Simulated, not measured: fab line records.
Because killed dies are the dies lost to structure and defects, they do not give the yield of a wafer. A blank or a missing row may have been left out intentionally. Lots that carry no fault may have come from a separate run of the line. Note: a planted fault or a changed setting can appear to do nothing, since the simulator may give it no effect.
Split-lot experiment -- flow n5Finfet -- 21 wafers read from 7 lots, route of 1938 steps

## THE SPLIT
At N5_PMOS_HMC_CHANNEL_EPI_PEB_07 (peb time 60 s), the setting pebTempC was moved away from the recipe's 110 C on 6 of the 21 wafers read, by +0.9% to +3.4%. The other wafers ran this setting at the recipe's value.

## FROM THE SPLIT TO THE READING: what the file shows between them, 3 steps
- N5_PMOS_HMC_CHANNEL_EPI_DEVELOP_08: develop time 30 s
- N5_PMOS_HMC_CHANNEL_EPI_CD_MEAS_09: target cd 237.4 nm
- N5_PMOS_HMC_CHANNEL_EPI_DESCUM_14: chemistry O2, time 7.9 s

## THE READING
PMOS_HMC_CHANNEL_EPI.cdNm (the simulator's own value, which no gauge read), in nm, at N5_PMOS_HMC_CHANNEL_EPI_ETCH_32 (etches BARC in N2/H2, stops on SiO2, target depth 85.8 nm, time 50.3 s). There is no usual value for it anywhere in the file. The 15 wafers here that ran the recipe average 239.1 nm, standard deviation 1.9 nm.

wafer,"tool, chamber at the split","pebTempC as run, C",against the recipe,"PMOS_HMC_CHANNEL_EPI.cdNm, nm",against lot-mates on the recipe
L079.3,"lithoTrack-02, 0",110,recipe,239.9,-
L079.4,"lithoTrack-02, 0",110,recipe,236.8,-
L079.6,"lithoTrack-02, 0",110,recipe,239.8,-
L085.1,"lithoTrack-03, 0",110,recipe,239.4,-
L085.4,"lithoTrack-03, 0",113.7,+3.4%,250.1,+10.2
L085.5,"lithoTrack-03, 0",110,recipe,240.5,-
L087.2,"lithoTrack-03, 0",110,recipe,240.8,-
L087.3,"lithoTrack-03, 0",110,recipe,239.5,-
L087.5,"lithoTrack-03, 0",110,recipe,239.9,-
L089.3,"lithoTrack-03, 0",110,recipe,241.3,-
L089.5,"lithoTrack-03, 0",112.2,+2.0%,252,+10.7
L089.6,"lithoTrack-03, 0",112.2,+2.0%,246.6,+5.3
L090.2,"lithoTrack-03, 0",111.6,+1.5%,244.4,+10.0
L090.5,"lithoTrack-03, 0",110,recipe,234.4,-
L090.6,"lithoTrack-03, 0",111.6,+1.5%,240.9,+6.5
L094.1,"lithoTrack-05, 0",110,recipe,236.4,-
L094.4,"lithoTrack-05, 0",111,+0.9%,240.6,+1.7
L094.6,"lithoTrack-05, 0",110,recipe,241.5,-
L097.2,"lithoTrack-02, 0",110,recipe,238.8,-
L097.3,"lithoTrack-02, 0",110,recipe,237.4,-
L097.6,"lithoTrack-02, 0",110,recipe,239.4,-

FIT RESULTS
A straight line over all 21 wafers: PMOS_HMC_CHANNEL_EPI.cdNm changes by +3.72 nm for each +1% of pebTempC; r = +0.84; the points scatter about the line by 2.3 nm.
The same after taking each lot's own level away (the mean of its wafers on the recipe; 21 wafers): +3.69 nm for each +1%; r = +0.89; scatter 1.9 nm.
Per that fit: largest pebTempC move, reading shift of 12 nm.
From 234.40 to 241.30 nm: that is the span of the lots' own levels, equal to 3.6 times the standard deviation above.
Consequently the slope shifts little with the lot-to-lot level, the two slopes agreeing.
Check: with one of the wafers moved furthest among these (+3.4%) left out of the fit, the line predicts +14.8 nm for it against its lot-mates. Against them it came out at +10.2 nm.

## OTHER SPLITS ON THESE WAFERS
Other splits were also applied to these wafers ahead of the reading. Each is held against what the fit with the lots' levels taken away leaves over:
other split on the same wafers,wafers away from the commonest value,r with PMOS_HMC_CHANNEL_EPI.cdNm (lot level and that fit taken away)
N5_WELL_APT_EXPOSE_22 doseMj,7,+0.33
N5_WELL_APT_DEVELOP_24 developTimeS,7,+0.28
N5_PMOS_HMC_CHANNEL_EPI_EXPOSE_06 doseMj,7,+0.52

## THE WHOLE CHAIN: every reading that the file lists as answering this split, in the file's order
step,what it does,reading,change (the file's fit),r (the file's)
N5_PMOS_HMC_CHANNEL_EPI_DESCUM_14,"chemistry O2, time 7.9 s","PMOS_HMC_CHANNEL_EPI.cdNm (the simulator's own value, which no gauge read)",+3.41 nm for each +1% of the setting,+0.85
N5_PMOS_HMC_CHANNEL_EPI_ETCH_32,"etches BARC in N2/H2, stops on SiO2, target depth 85.8 nm, time 50.3 s","PMOS_HMC_CHANNEL_EPI.cdNm (the simulator's own value, which no gauge read)",+3.49 nm for each +1% of the setting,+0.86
N5_PMOS_HMC_CHANNEL_EPI_CD_MEAS_09,target cd 237.4 nm,cdNm,"+2.99 nm for each +1% of the setting, in a fit together with doseMj@PMOS_HMC_CHANNEL_EPI_EXPOSE_06",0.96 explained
N5_PMOS_HMC_CHANNEL_EPI_HM_OPEN_15,"chemistry CHF3/O2, target SiO2, target depth 40.6 nm, time 20.3 s","PMOS_HMC_CHANNEL_EPI.cdNm (the simulator's own value, which no gauge read)","+3.13 nm for each +1% of the setting, in a fit together with doseMj@PMOS_HMC_CHANNEL_EPI_EXPOSE_06",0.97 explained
N5_PMOS_HMC_CHANNEL_EPI_ETCH_38,"etches SiO2 in CF4, target depth 1.5 nm","PMOS_HMC_CHANNEL_EPI.cdNm (the simulator's own value, which no gauge read)","+3.12 nm for each +1% of the setting, in a fit together with doseMj@PMOS_HMC_CHANNEL_EPI_EXPOSE_06",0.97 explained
N5_PMOS_HMC_CHANNEL_EPI_FIN_RECESS_16,"chemistry HBr/Cl2, target Si, target depth 54 nm, time 18 s","PMOS_HMC_CHANNEL_EPI.cdNm (the simulator's own value, which no gauge read)","+3.12 nm for each +1% of the setting, in a fit together with doseMj@PMOS_HMC_CHANNEL_EPI_EXPOSE_06",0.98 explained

## FILE'S OWN FIT
PMOS_HMC_CHANNEL_EPI.cdNm changes by +3.49 nm for each +1% of pebTempC, r = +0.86.
